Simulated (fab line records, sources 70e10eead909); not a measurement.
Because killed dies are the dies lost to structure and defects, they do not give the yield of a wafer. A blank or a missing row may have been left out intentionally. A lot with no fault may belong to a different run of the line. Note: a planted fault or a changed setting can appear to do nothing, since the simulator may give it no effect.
Matching of chambers ; flow nand harc ; NHARC_A_CHANNEL_HOLE_D2_DEP_01 on pecvd-02: 3 sister chambers
The step deposits SiON, target thk 140 nm. 3 wafers are shown with their chamber, then 10 later ones without.

EACH WAFER AND ITS CHAMBER
wafer;chamber;heater power w (W)
L084.2;0;772
L088.3;1;674
L088.5;2;658

WAFERS WITH NO CHAMBER GIVEN
wafer;heater power w (W)
L088.6;671
L093.1;574
L093.3;576
L093.4;587
L096.2;663
L096.3;780
L096.6;663
L097.2;565
L097.3;570
L097.5;586

THE CHAMBER EACH PASSED THROUGH
wafer;from the rows above;in truth
L088.6;can't be placed: 1 or 2 or 0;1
L093.1;can't be placed: 2 or 1 or 0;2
L093.3;can't be placed: 2 or 1 or 0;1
L093.4;can't be placed: 2 or 1 or 0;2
L096.2;can't be placed: 2 or 1 or 0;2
L096.3;can't be placed: 0 or 1 or 2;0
L096.6;can't be placed: 2 or 1 or 0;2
L097.2;can't be placed: 2 or 1 or 0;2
L097.3;can't be placed: 2 or 1 or 0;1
L097.5;can't be placed: 2 or 1 or 0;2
Correctly placed: 0 of 10. Not placeable from these rows: 10 (in 10, the candidates include the true chamber). Wrongly placed: 0.
How it was worked out, from the rows above alone: a wafer's distance from a chamber is the root of the sum, over the readings, of the square of ((its reading less the chamber's mean) divided by the reading's scatter). The wafer belongs to the nearest chamber; if the next one is less than 2 further off, it can't be placed. A chamber's mean is the mean of its shown wafers. The scatter: root of mean squared gap, hidden wafer to nearest shown wafer, with one shown wafer a chamber.
